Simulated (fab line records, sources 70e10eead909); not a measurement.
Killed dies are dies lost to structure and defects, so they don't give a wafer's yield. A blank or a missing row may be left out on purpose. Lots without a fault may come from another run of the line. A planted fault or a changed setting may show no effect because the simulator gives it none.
fab line records | flow nand_harc
record lots=13 wafers=39 last_day=25
route steps=1159 shown A_CONTACT@840 END@1159
lots that met no fault: from a run of the same line without faults
start_h: hours from the record's first day to the start of the lot's first wafer shown | wait_h: hours since the lot's step before | " the same as in the row above | L1.1+2: a row that stands for several wafers | - no value, or no start given | * or withheld: withheld | < > ~ a bound
route shown NAME@n: a module of which the file shows steps, and the number in the route of the first | usual: mean/standard deviation of fault-free wafers | same: alike in all rows | chamber/n: place in a boat | sites: the reading at each site | _std_site: their standard deviation | _edge_site: outer sites' mean less inner sites' | radius_mm: how far each site lies from the wafer's centre | mask NAME#n: copy n | behind: the tool/chamber that last shaped the wafer | hold: why the lot was held/for how many hours/how that ended | device: the transistor (n, p or np) that didn't switch | end of line: the same wafers' tests at the end of the route | a step without rows: its recipe alone | killed: dies lost to structure and defects at the first sort, not the wafer's yield | map: a wafer's dies, x killed, . not, _ none there
set.NAME: the setting as run; set.NAME@STEP: as run at that earlier step | model.NAME: the simulator's own value behind a step, which no gauge read
steps of the route over a sample of lots; a table a step, a row a wafer
services: from which hour (start_h, from the record's first day; less than 0 if before it) a tool's chamber was out of use, for how many hours, and why
## steps
# step NHARC_A_CONTACT_DEP_24
# recipe target_thk_a=5000 temp_c=400 pressure_torr=6.5 rf_w=900 teos_flow_sccm=161.4 flow_sccm=2650 target_thk_nm=500 gas=O2 material=SiO2
# usual flow_sccm=2649/7.8 heater_power_w=550/120 mfc_precursor_sccm=161.4/0.5 throttle_valve_pct=16.2/0.56
# columns lot.wafer tool chamber start_h wait_h flow_sccm heater_power_w mfc_precursor_sccm since_wet_clean_h throttle_valve_pct
L257.6 pecvd-03 0 361.04 0.2 2654 742 161.3 - 16.1
L257.4 " 1 " " 2647 421 162.0 - 16.8
L257.5 " 2 " " 2644 339 161.1 - 16.3
L256.1 pecvd-03 1 372.75 0.1 2637 520 161.5 67 16.9
L256.2 " 2 " " 2657 371 161.2 67 16.1
L256.6 " 0 " " 2667 673 161.9 - 16.5
L261.3 pecvd-04 1 391.52 0.1 2650 529 161.5 2 15.4
L261.1 " 2 " " 2658 589 161.5 2 15.4
L261.4 " 0 " " 2653 546 162.0 - 15.4
L262.3 pecvd-04 0 395.82 0.2 2646 554 161.3 6 15.6
L262.6 " 1 " " 2647 457 161.8 - 15.7
L262.5 " 0 " " 2646 426 160.8 - 15.2
L263.2 pecvd-01 1 407.88 0.1 2650 536 162.1 158 16.9
L263.4 " 0 " " 2650 685 162.0 - 17.0
L263.5 " 2 " " 2640 624 161.4 - 16.3
L265.1 pecvd-03 1 421.52 0.4 2647 489 160.9 116 17.1
L265.6 " 2 " " 2653 345 161.2 - 16.6
L265.4 " 0 " " 2636 759 160.3 - 16.5
L266.2 pecvd-03 0 425.39 0.1 2653 597 161.6 120 16.5
L266.6 " 2 " " 2661 300 161.2 - 16.4
L266.4 " 1 " " 2656 414 161.3 - 17.2
L267.1 pecvd-03 1 432.67 0.1 2645 568 161.0 127 17.0
L267.2 " 2 " " 2648 419 161.0 127 16.5
L267.4 " 0 " " 2650 757 161.8 - 16.5
L268.1 pecvd-03 2 448.60 0.1 2636 364 161.3 143 16.3
L268.5 " 0 " " 2638 701 161.2 - 16.5
L268.4 " 1 " " 2654 507 162.1 - 16.9
L275.3 pecvd-01 2 475.80 0.4 2658 495 162.2 45 16.0
L275.5 " 0 " " 2650 700 160.5 - 16.9
L275.6 " 1 " " 2647 398 161.2 - 16.1
L276.1 pecvd-01 1 482.06 0.1 2643 463 161.4 51 15.8
L276.2 " 2 " " 2642 528 161.3 51 16.2
L276.6 " 1 " " 2639 479 161.6 - 15.6
L278.1 pecvd-04 2 499.56 0.1 2660 557 161.1 110 15.4
L278.2 " 1 " " 2664 496 161.7 110 15.6
L278.4 " 0 " " 2647 467 161.9 - 15.5
L279.1 pecvd-04 0 513.36 0.1 2635 494 162.6 124 15.9
L279.2 " 1 " " 2640 607 161.2 124 15.4
L279.4 " 2 " " 2669 701 160.0 - 15.6
# step NHARC_A_CONTACT_DEP_28
# recipe target_thk_a=36000 temp_c=400 material=aC
# usual throttle_valve_pct=35.000/0.01
# columns lot.wafer tool chamber start_h wait_h throttle_valve_pct
L257.4 acl_dep-03 0 363.43 2.0 35.002
L257.5 " 0 " " 34.995
L257.6 " 0 " " 35.006
L256.1 acl_dep-01 0 375.18 1.9 34.996
L256.2 " 0 " " 34.997
L256.6 " 0 377.02 3.7 34.991
L261.1 acl_dep-01 0 392.06 0.1 35.002
L261.3 " 0 " " 34.990
L261.4 " 0 " " 35.000
L262.3 acl_dep-01 0 397.53 1.3 34.993
L262.5 " 0 " " 35.013
L262.6 " 0 " " 35.002
L263.2 acl_dep-01 0 409.73 1.4 34.990
L263.4 " 0 " " 34.981
L263.5 " 0 " " 35.007
L265.1 acl_dep-01 0 422.23 0.3 35.012
L265.4 " 0 423.34 1.4 35.007
L265.6 " 0 " " 35.013
L266.2 acl_dep-02 0 426.30 0.4 35.004
L266.4 " 0 " " 34.994
L266.6 " 0 " " 34.998
L267.1 acl_dep-01 0 436.55 3.3 35.004
L267.2 " 0 " " 35.002
L267.4 " 0 " " 34.994
L268.1 acl_dep-01 0 449.21 0.1 35.001
L268.4 " 0 450.31 1.2 34.988
L268.5 " 0 " " 35.003
L275.3 acl_dep-03 0 481.20 5.0 34.999
L275.5 " 0 " " 35.004
L275.6 " 0 " " 34.985
L276.1 acl_dep-03 0 485.22 2.7 35.019
L276.2 " 0 " " 34.995
L276.6 " 0 487.07 4.5 35.011
L278.1 acl_dep-02 0 501.36 1.3 34.992
L278.2 " 0 " " 35.011
L278.4 " 0 " " 34.999
L279.1 acl_dep-01 0 513.96 0.1 35.000
L279.2 " 0 " " 35.005
L279.4 " 0 " " 35.005
# step NHARC_A_CONTACT_SOFTBAKE_37
# recipe temp_c=105 time_s=55
# usual heater_power_total_W=188.45/0.14
# columns lot.wafer tool chamber start_h wait_h heater_power_total_W
L257.4 litho_track-04 0 364 - 188.31
L257.5 " 0 " " 188.42
L257.6 " 0 " " 188.31
L256.1 litho_track-01 0 377 - 188.46
L256.2 " 0 " " 188.54
L256.6 " 0 " " 188.28
L261.1 litho_track-01 0 394 - 188.48
L261.3 " 0 " " 188.35
L261.4 " 0 " " 188.53
L262.3 litho_track-04 0 399 - 188.72
L262.5 " 0 " " 188.63
L262.6 " 0 " " 188.65
L263.2 litho_track-04 0 411 - 188.64
L263.4 " 0 " " 188.55
L263.5 " 0 " " 188.35
L265.1 litho_track-04 0 424 - 188.50
L265.4 " 0 " " 188.53
L265.6 " 0 " " 188.29
L266.2 litho_track-04 0 428 - 188.43
L266.4 " 0 " " 188.36
L266.6 " 0 " " 188.65
L267.1 litho_track-06 0 439 - 188.37
L267.2 " 0 " " 188.29
L267.4 " 0 " " 188.44
L268.1 litho_track-01 0 451 - 188.45
L268.4 " 0 " " 188.72
L268.5 " 0 " " 188.31
L275.3 litho_track-04 0 482 - 183.28
L275.5 " 0 " " 183.21
L275.6 " 0 " " 183.63
L276.1 litho_track-04 0 487 - 183.40
L276.2 " 0 " " 183.27
L276.6 " 0 " " 183.44
L278.1 litho_track-06 0 503 - 188.38
L278.2 " 0 " " 188.32
L278.4 " 0 " " 188.35
L279.1 litho_track-01 0 516 - 188.37
L279.2 " 0 " " 188.69
L279.4 " 0 " " 188.61
# step NHARC_A_CONTACT_ETCH_48
# recipe target_depth_a=390 over_etch_frac=0.3 time_s=65 ion_energy_ev=80 cf4_flow_sccm=150 ar_flow_sccm=0 rf_w=300 bias_w=100 chemistry=CF4
# usual drypump_motor_current_A=5.81/0.27 oes_product_au=0.999/0.0096 rf_vpp_V=151.0/1.2 showerhead_plenum_p_Torr=1.75/0.076 throttle_valve_pct=13.284/0.0097
# same over_etch_frac=0.3
# columns lot.wafer tool chamber start_h wait_h drypump_motor_current_A oes_product_au rf_hours_counter_h rf_vpp_V showerhead_plenum_p_Torr throttle_valve_pct
L257.4 rie_diel-09 0 365.54 0.1 5.76 1.002 19 149.7 1.68 13.278
L257.6 " 0 " " 5.77 1.014 - 149.4 1.68 13.278
L257.5 " 1 " " 5.46 0.999 - 150.2 1.68 13.282
L256.1 rie_diel-03 0 378.46 0.1 5.90 0.990 52 151.9 1.76 13.288
L256.2 " 1 " " 5.65 1.004 51 151.2 1.77 13.289
L256.6 " 1 " " 5.65 0.998 - 151.5 1.77 13.281
L261.4 rie_diel-09 0 395.26 0.1 5.75 0.995 25 150.7 1.68 13.276
L261.3 " 1 " " 5.46 1.013 23 149.4 1.67 13.278
L261.1 " 3 " " 6.10 1.012 27 151.6 1.79 13.271
L262.3 rie_diel-09 3 400.04 0.1 6.08 1.008 28 149.8 1.79 13.296
L262.5 " 2 " " 6.02 0.980 - 149.6 1.64 13.290
L262.6 " 3 " " 6.11 1.000 - 151.6 1.79 13.285
L263.2 rie_diel-03 1 412.71 0.1 5.65 0.969 3 151.2 1.77 13.279
L263.4 " 3 " " 5.72 1.009 3 148.3 1.69 13.281
L263.5 " 1 " " 5.66 0.983 - 151.3 1.77 13.276
L265.1 rie_diel-09 3 425.47 0.1 6.08 1.013 33 151.1 1.79 13.273
L265.4 " 1 " " 5.45 1.006 28 150.2 1.67 13.275
L265.6 " 2 " " 5.98 0.997 - 150.4 1.64 13.285
L266.4 rie_diel-03 3 429.16 0.1 5.73 1.005 10 148.5 1.69 13.303
L266.2 " 0 " " 5.93 0.992 11 153.3 1.75 13.308
L266.6 " 1 " " 5.65 0.990 - 150.9 1.77 13.279
L267.4 rie_diel-03 3 440.48 0.6 5.72 1.009 15 149.8 1.68 13.277
L267.2 " 0 " " 5.90 1.004 16 150.9 1.75 13.275
L267.1 " 1 " " 5.65 0.988 15 151.0 1.77 13.277
L268.1 rie_diel-09 2 452.70 0.1 5.97 0.996 2 152.4 1.91 13.284
L268.4 " 1 " " 5.46 1.003 2 150.4 1.67 13.293
L268.5 " 2 " " 5.97 1.000 - 153.2 1.91 13.284
L275.3 rie_diel-02 1 484.14 0.5 5.09 1.000 52 152.7 1.89 13.286
L275.5 " 1 " " 5.07 0.997 - 153.3 1.89 13.298
L275.6 " 2 " " 5.66 1.007 - 149.8 1.70 13.273
L276.1 rie_diel-09 0 488.46 0.1 5.77 1.003 9 148.4 1.68 13.277
L276.2 " 1 " " 5.47 0.988 9 150.3 1.67 13.277
L276.6 " 0 " " 5.78 1.006 - 149.9 1.68 13.295
L278.2 rie_diel-03 3 504.44 0.1 5.73 1.004 39 152.2 1.68 13.291
L278.4 " 0 " " 5.87 0.996 38 151.4 1.75 13.271
L278.1 " 1 " " 5.64 0.991 41 150.8 1.76 13.294
L279.4 rie_diel-03 3 517.31 0.1 5.73 1.009 45 150.3 1.68 13.296
L279.2 " 0 " " 5.88 0.984 45 151.6 1.74 13.287
L279.1 " 1 " " 5.66 0.995 46 150.9 1.76 13.291
# step NHARC_END_SORT_01
# recipe temp_c=25
# usual killed_at_array=28/11 killed_at_other=0.5/0.85 killed_at_periphery=2.7/1.9 killed_dies=32/12 killed_open=3.3/1.6 killed_short=2.1/1.5
# same gross_dies=677
# columns lot.wafer tool chamber start_h wait_h killed_at_array killed_at_other killed_at_periphery killed_dies killed_open killed_short
L256.1 prober-02 0 457.19 2.6 21 0 2 23 3 1
L256.2 prober-02 0 457.99 2.8 11 0 2 13 3 3
L256.6 prober-02 0 461.21 4.0 19 0 1 20 2 1
L257.4 prober-01 0 467.30 3.4 19 0 4 23 3 2
L257.5 prober-01 0 468.11 3.7 19 1 2 22 4 3
L257.6 prober-01 0 468.91 4.0 23 0 3 26 1 3
L261.1 prober-01 0 472.69 2.5 8 0 0 8 2 2
L261.3 prober-01 0 474.31 3.1 6 0 3 9 3 0
L261.4 prober-01 0 475.12 3.4 12 0 2 14 2 1
L262.3 prober-02 0 474.53 3.1 24 0 0 24 1 0
L262.5 prober-02 0 476.12 3.7 25 0 4 29 4 2
L262.6 prober-02 0 476.91 4.0 30 0 2 32 4 2
L263.2 prober-02 0 483.17 2.8 21 1 1 23 6 0
L263.4 prober-02 0 484.76 3.4 27 1 0 28 3 3
L263.5 prober-02 0 485.56 3.7 28 0 4 32 2 1
L265.1 prober-02 0 493.25 2.5 28 1 5 34 4 4
L265.4 prober-02 0 495.66 3.4 16 0 2 18 3 2
L265.6 prober-02 0 497.27 4.0 24 0 4 28 2 3
L266.2 prober-01 0 513.71 2.8 22 3 1 26 7 1
L266.4 prober-01 0 515.31 3.4 18 1 1 20 4 1
L266.6 prober-01 0 516.91 4.0 16 3 1 20 2 0
L267.1 prober-02 0 520.66 2.5 37 1 5 43 4 1
L267.2 prober-02 0 521.47 2.8 20 2 1 23 1 1
L267.4 prober-02 0 523.09 3.4 28 4 5 37 2 3
L268.1 prober-01 0 525.81 2.5 30 0 4 34 2 3
L268.4 prober-01 0 528.20 3.4 37 0 10 47 4 3
L268.5 prober-01 0 529.00 3.7 32 1 4 37 3 1
L276.1 prober-01 0 564.01 2.5 43 0 2 45 4 3
L276.2 prober-01 0 564.82 2.8 53 0 2 55 5 3
L276.6 prober-01 0 568.06 4.1 40 0 2 42 3 0
L275.3 prober-02 0 573.35 3.1 29 0 0 29 0 1
L275.5 prober-02 0 574.97 3.7 42 0 4 46 3 1
L275.6 prober-02 0 575.78 4.0 44 0 4 48 4 3
L278.1 prober-01 0 579.48 2.4 46 0 4 50 4 2
L278.2 prober-01 0 580.27 2.7 51 1 0 52 0 1
L278.4 prober-01 0 581.85 3.4 41 0 0 41 0 1
L279.1 prober-01 0 587.26 2.5 29 0 5 34 4 1
L279.2 prober-01 0 588.06 2.8 27 0 1 28 4 2
L279.4 prober-01 0 589.67 3.4 31 0 6 37 5 2
# killed by level:class
L256.1 A_CHANNEL_HOLE_D1:chamber_film_flake=5 A_WL_FILL:chamber_film_flake=3 A_CONTACT:chamber_film_flake=3 A_M1:chamber_film_flake=3 A_SLIT:chamber_film_flake=2 P_M0:geometric_particle:open=1 A_CONTACT:geometric_particle:open=1 A_BLC:geometric_particle:open=1
L256.2 A_CONTACT:chamber_film_flake=4 A_CHANNEL_FILL_D1:geometric_particle:open=2 P_GATE:geometric_particle:short=1 P_M0:geometric_particle:open=1 A_SGD_CUT:geometric_particle:short=1 A_M1:geometric_particle:short=1 A_ZERO_WELL:chamber_film_flake=1 A_WL_FILL:chamber_film_flake=1
L256.6 A_WL_FILL:chamber_film_flake=4 A_SLIT:chamber_film_flake=3 A_CONTACT:chamber_film_flake=3 A_CHANNEL_HOLE_D1:chamber_film_flake=2 A_M1:chamber_film_flake=2 A_CHANNEL_HOLE_D1:geometric_particle:open=1 A_CONTACT:geometric_particle:open=1 A_M0:geometric_particle:short=1
L257.4 A_SLIT:chamber_film_flake=12 A_M0:geometric_particle:open=2 P_STI:chamber_film_flake=2 P_CONTACT:geometric_particle:open=1 A_CHANNEL_FILL_D1:geometric_particle:short=1 A_WL_FILL:geometric_particle:short=1 P_M0:chamber_film_flake=1 A_CHANNEL_HOLE_D1:chamber_film_flake=1
L257.5 A_SLIT:chamber_film_flake=7 A_CHANNEL_HOLE_D1:chamber_film_flake=3 A_SGD_CUT:geometric_particle:open=2 A_CONTACT:chamber_film_flake=2 P_CONTACT:geometric_particle:open=1 A_CHANNEL_FILL_D1:geometric_particle:open=1 A_CHANNEL_FILL_D1:geometric_particle:short=1 A_WL_FILL:geometric_particle:short=1
L257.6 A_SLIT:chamber_film_flake=10 A_STAIRCASE:chamber_film_flake=3 A_CONTACT:chamber_film_flake=3 P_CONTACT:geometric_particle:short=2 A_CHANNEL_HOLE_D1:chamber_film_flake=2 A_WL_FILL:chamber_film_flake=2 A_CHANNEL_FILL_D1:geometric_particle:short=1 A_WL_FILL:geometric_particle:open=1
L261.1 A_STAIRCASE:chamber_film_flake=2 A_CHANNEL_FILL_D1:geometric_particle:short=1 A_WL_FILL:geometric_particle:short=1 A_CONTACT:geometric_particle:open=1 A_BLC:geometric_particle:open=1 A_CHANNEL_HOLE_D1:chamber_film_flake=1 A_CONTACT:chamber_film_flake=1
L261.3 A_ZERO_WELL:chamber_film_flake=2 A_CHANNEL_HOLE_D1:chamber_film_flake=2 P_CONTACT:geometric_particle:open=1 P_M0:geometric_particle:open=1 A_CONTACT:geometric_particle:open=1 P_STI:chamber_film_flake=1 A_M1:chamber_film_flake=1
L262.3 A_CHANNEL_HOLE_D1:chamber_film_flake=11 A_SLIT:chamber_film_flake=8 A_STAIRCASE:chamber_film_flake=2 A_CONTACT:chamber_film_flake=2 A_WL_FILL:geometric_particle:open=1
L261.4 A_CHANNEL_HOLE_D1:chamber_film_flake=4 A_STAIRCASE:chamber_film_flake=2 A_CONTACT:chamber_film_flake=2 A_SOURCE_PLATE:geometric_particle:short=1 A_ONON_D1:geometric_particle:open=1 A_STAIRCASE:geometric_particle:open=1 P_ZERO_WELL:chamber_film_flake=1 P_STI:chamber_film_flake=1
L262.5 A_CHANNEL_HOLE_D1:chamber_film_flake=6 A_SLIT:chamber_film_flake=6 A_CONTACT:chamber_film_flake=4 A_STAIRCASE:chamber_film_flake=2 A_WL_FILL:chamber_film_flake=2 P_M0:geometric_particle:open=1 A_CHANNEL_FILL_D1:geometric_particle:short=1 A_CHANNEL_FILL_D1:geometric_particle:open=1
L262.6 A_CHANNEL_HOLE_D1:chamber_film_flake=15 A_SLIT:chamber_film_flake=6 A_CONTACT:geometric_particle:open=3 A_CONTACT:chamber_film_flake=3 P_CONTACT:geometric_particle:open=1 A_ONON_D1:geometric_particle:short=1 A_CHANNEL_FILL_D1:geometric_particle:short=1 P_STI:chamber_film_flake=1
L263.2 A_CHANNEL_HOLE_D1:chamber_film_flake=10 A_STAIRCASE:chamber_film_flake=4 P_GATE:geometric_particle:open=1 A_SOURCE_PLATE:geometric_particle:open=1 A_CHANNEL_FILL_D1:geometric_particle:open=1 A_SGD_CUT:geometric_particle:open=1 A_CONTACT:geometric_particle:open=1 A_M0:geometric_particle:open=1
L263.4 A_CHANNEL_HOLE_D1:chamber_film_flake=18 A_CHANNEL_FILL_D1:geometric_particle:short=2 A_STAIRCASE:chamber_film_flake=2 A_SOURCE_PLATE:geometric_particle:short=1 A_CHANNEL_FILL_D1:geometric_particle:open=1 A_BLC:geometric_particle:open=1 A_M0:geometric_particle:open=1 A_CONTACT:chamber_film_flake=1
L263.5 A_CHANNEL_HOLE_D1:chamber_film_flake=20 A_STAIRCASE:chamber_film_flake=3 A_CONTACT:chamber_film_flake=3 P_CONTACT:geometric_particle:open=2 P_STI:chamber_film_flake=2 A_SOURCE_PLATE:geometric_particle:short=1 A_ZERO_WELL:chamber_film_flake=1
L265.1 A_CONTACT:chamber_film_flake=10 A_CHANNEL_HOLE_D1:chamber_film_flake=5 A_BONDPAD:chamber_film_flake=4 A_CHANNEL_FILL_D1:chamber_film_flake=2 P_STI:geometric_particle:open=1 P_M0:geometric_particle:short=1 A_SOURCE_PLATE:geometric_particle:open=1 A_SOURCE_PLATE:geometric_particle:short=1
L265.4 A_CONTACT:chamber_film_flake=3 A_SGD_CUT:geometric_particle:short=2 P_GATE:chamber_film_flake=2 A_STAIRCASE:chamber_film_flake=2 A_WL_FILL:chamber_film_flake=2 A_BONDPAD:chamber_film_flake=2 A_CHANNEL_FILL_D1:geometric_particle:open=1 A_WL_FILL:geometric_particle:open=1
L265.6 A_CONTACT:chamber_film_flake=8 A_STAIRCASE:chamber_film_flake=4 A_BONDPAD:chamber_film_flake=3 P_GATE:chamber_film_flake=2 A_CHANNEL_HOLE_D1:chamber_film_flake=2 A_WL_FILL:chamber_film_flake=2 P_GATE:geometric_particle:short=1 A_ONON_D1:geometric_particle:short=1
L266.2 A_CONTACT:chamber_film_flake=11 THIN_TSV:chamber_film_flake=3 A_M0:geometric_particle:open=2 A_CHANNEL_FILL_D1:chamber_film_flake=2 P_CONTACT:geometric_particle:open=1 A_ONON_D1:geometric_particle:open=1 A_CHANNEL_FILL_D1:geometric_particle:open=1 A_SGD_CUT:geometric_particle:short=1
L266.4 A_CHANNEL_HOLE_D1:chamber_film_flake=4 A_CHANNEL_FILL_D1:chamber_film_flake=4 A_CONTACT:chamber_film_flake=4 P_GATE:geometric_particle:open=1 A_CHANNEL_FILL_D1:geometric_particle:short=1 A_SGD_CUT:geometric_particle:open=1 A_CONTACT:geometric_particle:open=1 A_M0:geometric_particle:open=1
L266.6 A_CHANNEL_HOLE_D1:chamber_film_flake=4 A_CHANNEL_FILL_D1:chamber_film_flake=3 A_STAIRCASE:chamber_film_flake=3 A_CONTACT:chamber_film_flake=2 HYBRID_BOND:latent=2 A_ONON_D1:geometric_particle:open=1 A_CHANNEL_FILL_D1:geometric_particle:open=1 THIN_TSV:chamber_film_flake=1
L267.1 A_SLIT:chamber_film_flake=15 A_CHANNEL_HOLE_D1:chamber_film_flake=5 A_STAIRCASE:chamber_film_flake=4 A_WL_FILL:chamber_film_flake=4 P_ZERO_WELL:chamber_film_flake=2 P_GATE:chamber_film_flake=2 A_CONTACT:chamber_film_flake=2 P_GATE:geometric_particle:open=1
L267.2 A_SLIT:chamber_film_flake=5 A_CHANNEL_HOLE_D1:chamber_film_flake=4 A_ZERO_WELL:chamber_film_flake=3 A_WL_FILL:chamber_film_flake=3 THIN_TSV:chamber_film_flake=2 A_CHANNEL_FILL_D1:geometric_particle:open=1 A_CHANNEL_FILL_D1:geometric_particle:short=1 P_M1:chamber_film_flake=1
L267.4 A_SLIT:chamber_film_flake=19 A_CHANNEL_HOLE_D1:chamber_film_flake=4 THIN_TSV:chamber_film_flake=4 P_ZERO_WELL:chamber_film_flake=2 A_WL_FILL:chamber_film_flake=2 P_GATE:geometric_particle:short=1 P_CONTACT:geometric_particle:short=1 A_ONON_D1:geometric_particle:open=1
L268.1 A_SLIT:chamber_film_flake=15 A_CHANNEL_HOLE_D1:chamber_film_flake=5 A_STAIRCASE:chamber_film_flake=3 A_SOURCE_PLATE:geometric_particle:short=2 P_M1:chamber_film_flake=2 A_CONTACT:chamber_film_flake=2 P_CONTACT:geometric_particle:open=1 A_SGD_CUT:geometric_particle:short=1
L268.4 A_SLIT:chamber_film_flake=16 A_CHANNEL_HOLE_D1:chamber_film_flake=7 P_M1:chamber_film_flake=5 A_CONTACT:chamber_film_flake=4 P_STI:chamber_film_flake=3 A_CONTACT:geometric_particle:open=2 A_M0:chamber_film_flake=2 P_GATE:geometric_particle:open=1
L268.5 A_SLIT:chamber_film_flake=15 A_CHANNEL_HOLE_D1:chamber_film_flake=6 A_STAIRCASE:chamber_film_flake=4 P_M1:chamber_film_flake=3 A_CONTACT:chamber_film_flake=3 P_GATE:geometric_particle:open=1 A_SGD_CUT:geometric_particle:open=1 A_WL_FILL:geometric_particle:short=1
L276.1 A_SLIT:chamber_film_flake=17 A_CHANNEL_HOLE_D1:chamber_film_flake=13 A_STAIRCASE:chamber_film_flake=4 A_SGD_CUT:chamber_film_flake=2 P_CONTACT:geometric_particle:short=1 A_ONON_D1:geometric_particle:open=1 A_CHANNEL_FILL_D1:geometric_particle:open=1 A_WL_FILL:geometric_particle:short=1
L276.2 A_CHANNEL_HOLE_D1:chamber_film_flake=22 A_SLIT:chamber_film_flake=17 A_CHANNEL_FILL_D1:geometric_particle:open=2 A_CONTACT:geometric_particle:open=2 P_ZERO_WELL:chamber_film_flake=2 A_STAIRCASE:chamber_film_flake=2 A_CONTACT:chamber_film_flake=2 A_CHANNEL_FILL_D1:geometric_particle:short=1
L276.6 A_CHANNEL_HOLE_D1:chamber_film_flake=17 A_SLIT:chamber_film_flake=16 P_BONDPAD:chamber_film_flake=2 A_CONTACT:chamber_film_flake=2 A_SGD_CUT:geometric_particle:open=1 A_WL_FILL:geometric_particle:open=1 A_CONTACT:geometric_particle:open=1 A_ZERO_WELL:chamber_film_flake=1
L275.3 A_CHANNEL_HOLE_D1:chamber_film_flake=10 A_SLIT:chamber_film_flake=8 A_CONTACT:chamber_film_flake=5 A_STAIRCASE:chamber_film_flake=4 A_WL_FILL:geometric_particle:short=1 A_WL_FILL:chamber_film_flake=1
L275.5 A_SLIT:chamber_film_flake=20 A_CHANNEL_HOLE_D1:chamber_film_flake=12 A_STAIRCASE:chamber_film_flake=4 A_CONTACT:chamber_film_flake=3 P_M0:geometric_particle:open=2 P_ZERO_WELL:chamber_film_flake=2 A_WL_FILL:geometric_particle:short=1 A_WL_FILL:geometric_particle:open=1
L275.6 A_SLIT:chamber_film_flake=19 A_CHANNEL_HOLE_D1:chamber_film_flake=10 A_STAIRCASE:chamber_film_flake=5 A_CONTACT:chamber_film_flake=3 P_ZERO_WELL:chamber_film_flake=2 A_WL_FILL:chamber_film_flake=2 P_M0:geometric_particle:short=1 P_M2:geometric_particle:open=1
L278.1 A_SLIT:chamber_film_flake=14 A_CHANNEL_HOLE_D1:chamber_film_flake=10 A_CONTACT:chamber_film_flake=7 A_BLC:chamber_film_flake=5 A_STAIRCASE:chamber_film_flake=4 A_M1:chamber_film_flake=2 P_GATE:geometric_particle:open=1 P_CONTACT:geometric_particle:open=1
L278.2 A_SLIT:chamber_film_flake=22 A_STAIRCASE:chamber_film_flake=8 A_CHANNEL_HOLE_D1:chamber_film_flake=6 A_BLC:chamber_film_flake=6 A_M1:chamber_film_flake=5 A_CONTACT:chamber_film_flake=4 STARTING-WAFER:geometric_particle:short=1
L278.4 A_SLIT:chamber_film_flake=19 A_CHANNEL_HOLE_D1:chamber_film_flake=8 A_STAIRCASE:chamber_film_flake=6 A_M1:chamber_film_flake=3 A_CHANNEL_FILL_D1:chamber_film_flake=2 A_CONTACT:chamber_film_flake=2 A_SGD_CUT:geometric_particle:short=1
L279.1 A_SLIT:chamber_film_flake=19 A_CONTACT:chamber_film_flake=3 P_CONTACT:chamber_film_flake=2 P_CONTACT:geometric_particle:short=1 P_CONTACT:geometric_particle:open=1 A_CHANNEL_FILL_D1:geometric_particle:open=1 A_SGD_CUT:geometric_particle:open=1 A_CONTACT:geometric_particle:open=1
L279.2 A_SLIT:chamber_film_flake=17 A_CHANNEL_FILL_D1:chamber_film_flake=3 A_CHANNEL_FILL_D1:geometric_particle:open=2 A_SGD_CUT:geometric_particle:short=1 A_CONTACT:geometric_particle:short=1 A_BLC:geometric_particle:open=1 A_M0:geometric_particle:open=1 P_CONTACT:chamber_film_flake=1
L279.4 A_SLIT:chamber_film_flake=14 A_STAIRCASE:chamber_film_flake=5 P_CONTACT:chamber_film_flake=4 A_CHANNEL_HOLE_D1:chamber_film_flake=2 A_M1:chamber_film_flake=2 P_CONTACT:geometric_particle:open=1 P_M0:geometric_particle:open=1 A_CHANNEL_HOLE_D1:geometric_particle:short=1
## services
# columns tool chamber start_h hours kind
rie_diel-03 0 346.90 - clean
pecvd-04 1 349.16 6.1 repair
rie_diel-09 2 350.26 6.1 repair
acl_dep-02 - 351.95 13.0 pm
pecvd-01 2 361.15 11.4 repair
rie_diel-03 1 362.93 8.5 repair
pecvd-04 - 376.46 13.0 pm
rie_diel-03 - 392.40 9.0 pm
acl_dep-03 - 406.93 13.0 pm
rie_diel-09 1 416.14 3.3 repair
pecvd-01 - 418.00 13.0 pm
rie_diel-09 - 431.41 9.0 pm
acl_dep-01 - 440.13 2.3 repair
litho_track-01 - 443.01 7.0 pm
pecvd-01 1 462.62 10.6 repair
litho_track-06 - 467.00 7.0 pm
rie_diel-02 1 467.53 6.4 repair
pecvd-03 - 473.41 13.0 pm
acl_dep-01 - 477.43 13.0 pm
rie_diel-03 0 486.63 5.8 repair
pecvd-04 - 486.68 3.1 repair
litho_track-04 - 491.00 7.0 pm
rie_diel-02 - 505.06 9.0 pm
rie_diel-09 2 509.84 4.7 repair
## key
first_sign step=NHARC_A_CONTACT_SOFTBAKE_37 reading=heater_power_total_W direction=down sigmas=36 usual=* struck=*
effect none on later readings
met_at NHARC_A_CONTACT_SOFTBAKE_37
struck_lots L275,L276
tester_left_out L275,L276
not_acting_at NHARC_A_CONTACT_DEP_24,NHARC_A_CONTACT_DEP_28,NHARC_A_CONTACT_ETCH_48
onset_between 428 482
fault kind=process_parameter_drift tool=litho_track-04 chamber=- onset_h=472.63 steps=NHARC_A_CONTACT_SOFTBAKE_37 channel=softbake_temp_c offset=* shape=step end_h=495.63 acts_in=* stated=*
# tester_left_out: of these lots the tester's yield and bins aren't shown, on N5 and GAA mostly nor the transistor test; their killed dies are dies lost to structure and defects alone, not to doping, threshold or leakage, so they don't give the yield
